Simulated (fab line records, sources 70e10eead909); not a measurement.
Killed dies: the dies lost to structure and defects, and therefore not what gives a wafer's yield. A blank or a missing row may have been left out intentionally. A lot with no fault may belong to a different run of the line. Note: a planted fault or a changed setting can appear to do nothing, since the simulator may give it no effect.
fab line records | flow nand-harc | part 2 of 2: steps 31 to 43 of 43
record lots=5 wafers=15 last-day=30
route steps=1302 shown P_GATE@191 P_CONTACT@217
lots that met no fault: taken from a fault-free run of the same line
start-h: hours from the record's opening day to when the first of the lot's shown wafers began | wait-h: time in hours since the lot's previous step | " as in the row above | L1.1+2: several wafers, shown together as one row | - no value, or no start given | * or withheld: withheld | < > ~ a bound
route shown NAME@n: NAME is a module with steps in the file, n the number in the route of the first one | usual: average and standard deviation across the fault-free wafers | same: alike in all rows | chamber/n: place in a boat | sites: the reading at each site | _std_site: their standard deviation | _edge_site: mean of outer sites minus mean of inner sites | radius-mm: how far each site lies from the wafer's centre | mask NAME#n: copy n | behind: the most recent tool/chamber to have shaped the wafer | hold: why the lot went on hold/how many hours it stayed there/how the hold came to an end | device: names the non-switching transistor (n, p or np) | end of line: tests of these same wafers at the route's end | a step without rows: its recipe alone | killed: not the wafer's yield, but the dies lost to structure and defects at the first sort | map: a wafer's dies, x killed, . not, _ none there
set.NAME: setting as actually run; set.NAME@STEP: the setting as run at that earlier step | model.NAME: the simulator's own value behind a step, which no gauge read
lots seen at some steps along the route; tables by step, rows by wafer
services: a tool's chamber out of use, with start hour (start-h, from the record's first day; less than 0 if before it), hours out, and reason
## steps
# step NHARC_P_CONTACT_DEHYDRATE_04
# recipe temp-c=150 time-s=120
# usual plate-temp-C=150.04/0.13
# columns lot.wafer tool chamber start-h wait-h plate-temp-C
L080.1 litho-track-01 0 177.67 0.1 150.08
L080.3 " 0 " " 149.88
L080.4 " 0 " " 149.96
L081.2 litho-track-01 0 190.32 0.1 149.93
L081.3 " 0 " " 150.36
L081.4 " 0 " " 150.25
L086.2 litho-track-01 0 234.07 0.1 150.06
L086.3 " 0 " " 150.03
L086.4 " 0 " " 150.15
L088.1 litho-track-06 0 264.34 0.1 150.06
L088.3 " 0 " " 150.03
L088.5 " 0 " " 149.80
L089.1 litho-track-04 0 264.68 0.1 150.15
L089.4 " 0 " " 150.09
L089.5 " 0 " " 150.36
# step NHARC_P_CONTACT_HMDS_05
# recipe time-s=30
# columns lot.wafer tool chamber start-h wait-h
L080.1+3+4 litho-track-01 0 - -
L081.2+3+4 litho-track-01 0 - -
L086.2+3+4 litho-track-01 0 - -
L088.1+3+5 litho-track-06 0 - -
L089.1+4+5 litho-track-04 0 - -
# step NHARC_P_CONTACT_COAT_33
# recipe temp-c=260 time-s=75
# usual plate-temp-C=259.99/0.2
# columns lot.wafer tool chamber start-h wait-h plate-temp-C
L080.1 litho-track-01 0 - - 260.02
L080.3 " 0 " " 260.41
L080.4 " 0 " " 260.06
L081.2 litho-track-01 0 - - 259.96
L081.3 " 0 " " 259.84
L081.4 " 0 " " 259.64
L086.2 litho-track-01 0 - - 260.23
L086.3 " 0 " " 260.31
L086.4 " 0 " " 260.18
L088.1 litho-track-06 0 - - 259.83
L088.3 " 0 " " 259.94
L088.5 " 0 " " 259.75
L089.1 litho-track-04 0 - - 260.08
L089.4 " 0 " " 260.12
L089.5 " 0 " " 260.05
# step NHARC_P_CONTACT_COAT_34
# recipe temp-c=225 time-s=65
# usual plate-temp-C=224.99/0.18
# columns lot.wafer tool chamber start-h wait-h plate-temp-C
L080.1 litho-track-01 0 - - 224.91
L080.3 " 0 " " 224.84
L080.4 " 0 " " 224.88
L081.2 litho-track-01 0 - - 224.74
L081.3 " 0 " " 224.74
L081.4 " 0 " " 224.80
L086.2 litho-track-01 0 - - 224.97
L086.3 " 0 " " 224.81
L086.4 " 0 " " 225.01
L088.1 litho-track-06 0 - - 225.26
L088.3 " 0 " " 225.13
L088.5 " 0 " " 225.30
L089.1 litho-track-04 0 - - 224.96
L089.4 " 0 " " 224.83
L089.5 " 0 " " 224.74
# step NHARC_P_CONTACT_COAT_06
# recipe spin-rpm=1500 resist-thk-nm=90
# columns lot.wafer tool chamber start-h wait-h
L080.1+3+4 litho-track-01 0 - -
L081.2+3+4 litho-track-01 0 - -
L086.2+3+4 litho-track-01 0 - -
L088.1+3+5 litho-track-06 0 - -
L089.1+4+5 litho-track-04 0 - -
# step NHARC_P_CONTACT_SOFTBAKE_07
# recipe temp-c=105 time-s=55
# usual plate-temp-C=104.97/0.13
# columns lot.wafer tool chamber start-h wait-h plate-temp-C
L080.1 litho-track-01 0 - - 104.89
L080.3 " 0 " " 105.01
L080.4 " 0 " " 105.18
L081.2 litho-track-01 0 - - 105.03
L081.3 " 0 " " 104.64
L081.4 " 0 " " 104.99
L086.2 litho-track-01 0 - - 104.93
L086.3 " 0 " " 104.93
L086.4 " 0 " " 104.92
L088.1 litho-track-06 0 - - 104.90
L088.3 " 0 " " 104.75
L088.5 " 0 " " 104.71
L089.1 litho-track-04 0 - - 104.84
L089.4 " 0 " " 104.72
L089.5 " 0 " " 104.97
# step NHARC_P_CONTACT_EBR_08
# columns lot.wafer tool chamber start-h wait-h
L080.1+3+4 litho-track-01 0 - -
L081.2+3+4 litho-track-01 0 - -
L086.2+3+4 litho-track-01 0 - -
L088.1+3+5 litho-track-06 0 - -
L089.1+4+5 litho-track-04 0 - -
# step NHARC_P_CONTACT_EXPOSE_09
# recipe na=1.35 target-cd-nm=90 dose-mj=81.26 mask-id=P_CA
# usual reticle-temp-C=22.98/0.089
# columns lot.wafer tool chamber start-h wait-h mask reticle-temp-C
L080.1 arfi-scanner-03 0 177.86 - P_CA#0 22.98
L080.3 " 0 " " P_CA#0 23.00
L080.4 " 0 " " P_CA#0 22.88
L081.2 arfi-scanner-01 0 190.63 - P_CA#0 23.04
L081.3 " 0 " " P_CA#0 22.92
L081.4 " 0 " " P_CA#0 23.03
L086.2 arfi-scanner-02 0 234.38 - P_CA#0 23.00
L086.3 " 0 " " P_CA#0 22.88
L086.4 " 0 " " P_CA#0 23.02
L088.1 arfi-scanner-03 0 264.52 - P_CA#0 23.00
L088.3 " 0 " " P_CA#0 23.04
L088.5 " 0 " " P_CA#0 22.93
L089.1 arfi-scanner-01 0 264.99 - P_CA#0 22.92
L089.4 " 0 " " P_CA#0 23.03
L089.5 " 0 " " P_CA#0 23.00
# step NHARC_P_CONTACT_PEB_10
# recipe peb-temp-c=100 peb-time-s=65
# usual plate-temp-C=99.99/0.14
# columns lot.wafer tool chamber start-h wait-h plate-temp-C
L080.1 litho-track-01 0 177.92 0.1 99.98
L080.3 " 0 " " 100.27
L080.4 " 0 " " 100.00
L081.2 litho-track-01 0 190.69 0.1 99.94
L081.3 " 0 " " 99.86
L081.4 " 0 " " 99.96
L086.2 litho-track-01 0 234.44 0.1 99.94
L086.3 " 0 " " 99.86
L086.4 " 0 " " 100.01
L088.1 litho-track-04 0 264.58 0.1 100.07
L088.3 " 0 " " 100.00
L088.5 " 0 " " 99.74
L089.1 litho-track-01 0 265.05 0.1 99.94
L089.4 " 0 " " 100.10
L089.5 " 0 " " 100.22
# step NHARC_P_CONTACT_DEVELOP_11
# recipe develop-time-s=35 dev-temp-c=23
# columns lot.wafer tool chamber start-h wait-h
L080.1+3+4 litho-track-01 0 - -
L081.2+3+4 litho-track-01 0 - -
L086.2+3+4 litho-track-01 0 - -
L088.1+3+5 litho-track-04 0 - -
L089.1+4+5 litho-track-01 0 - -
# step NHARC_P_CONTACT_CD_MEAS_12
# recipe target-cd-nm=90 landing-energy-ev=500
# usual cd-nm=89.7/0.65
# columns lot.wafer tool chamber start-h wait-h cd-nm
L080.1 cd-sem-02 0 178.00 - 89.4
L080.3 " 0 " " 90.0
L080.4 " 0 " " 90.0
L081.2 cd-sem-01 0 190.77 - 90.2
L081.3 " 0 " " 88.6
L081.4 " 0 " " 89.5
L086.2 cd-sem-01 0 234.52 - 89.1
L086.3 " 0 " " 90.8
L086.4 " 0 " " 88.7
L088.1 cd-sem-03 0 264.66 - 90.3
L088.3 " 0 " " 90.2
L088.5 " 0 " " 89.3
L089.1 cd-sem-02 0 265.13 - 89.3
L089.4 " 0 " " 90.3
L089.5 " 0 " " 90.6
# step NHARC_P_CONTACT_OVL_MEAS_13
# usual overlay-x-nm=0.0/0.78 overlay-y-nm=0.2/0.85
# columns lot.wafer tool chamber start-h wait-h overlay-x-nm overlay-y-nm
L080.1 overlay-02 - 178.08 - 1.1 0.6
L080.3 " - " " 1.0 0.7
L080.4 " - " " 1.3 0.7
L081.2 overlay-01 - 190.85 - 0.6 -0.6
L081.3 " - " " 0.8 -1.3
L081.4 " - " " 0.4 -1.0
L086.2 overlay-01 - 234.61 - 0.4 -1.0
L086.3 " - " " 0.4 0.4
L086.4 " - " " -0.6 0.3
L088.1 overlay-02 - 264.75 - 0.3 1.1
L088.3 " - " " 0.0 0.9
L088.5 " - " " 0.0 0.9
L089.1 overlay-02 - 265.21 - 0.3 0.7
L089.4 " - " " 0.3 0.9
L089.5 " - " " 0.5 1.2
# step NHARC_P_CONTACT_INSPECT_14
# usual raw-defect-count=4.2/2.4
# columns lot.wafer tool chamber start-h wait-h raw-defect-count
L080.1 defect-inspect-01 - 178.12 0.0 5
L080.3 " - " " 7
L080.4 " - " " 5
L081.2 defect-inspect-02 - 190.89 0.0 0
L081.3 " - " " 2
L081.4 " - " " 2
L086.2 defect-inspect-01 - 234.64 0.0 10
L086.3 " - " " 3
L086.4 " - " " 10
L088.1 defect-inspect-01 - 264.79 0.0 3
L088.3 " - " " 5
L088.5 " - " " 0
L089.1 defect-inspect-02 - 265.25 0.0 10
L089.4 " - " " 7
L089.5 " - " " 4
## services
# columns tool chamber start-h hours kind
pecvd-01 2 148.86 11.9 repair
plasma-asher-01 - 153.82 1.4 repair
litho-track-01 - 155.00 7.0 pm
cmp-03 - 162.00 4.0 pm
plasma-asher-01 - 165.11 9.0 pm
rie-diel-07 3 165.80 4.2 repair
cmp-03 - 166.90 1.2 repair
pecvd-01 2 166.98 44.0 repair
krf-scanner-04 - 168.93 0.6 repair
pvd-sputter-03 - 170.02 10.0 pm
plasma-asher-02 - 170.24 1.8 repair
litho-track-06 - 179.00 7.0 pm
pecvd-03 - 180.71 0.5 repair
krf-scanner-04 - 182.02 4.0 pm
pecvd-03 - 185.00 13.0 pm
wet-bench-06 - 193.60 8.0 pm
litho-track-04 - 203.00 7.0 pm
pecvd-01 0 204.13 18.8 repair
wet-bench-03 - 210.45 8.0 pm
implanter-02 - 222.87 6.4 repair
litho-track-02 - 227.00 7.0 pm
wet-bench-04 - 227.20 8.0 pm
plasma-asher-02 - 249.12 9.0 pm
wet-bench-05 - 260.80 8.0 pm
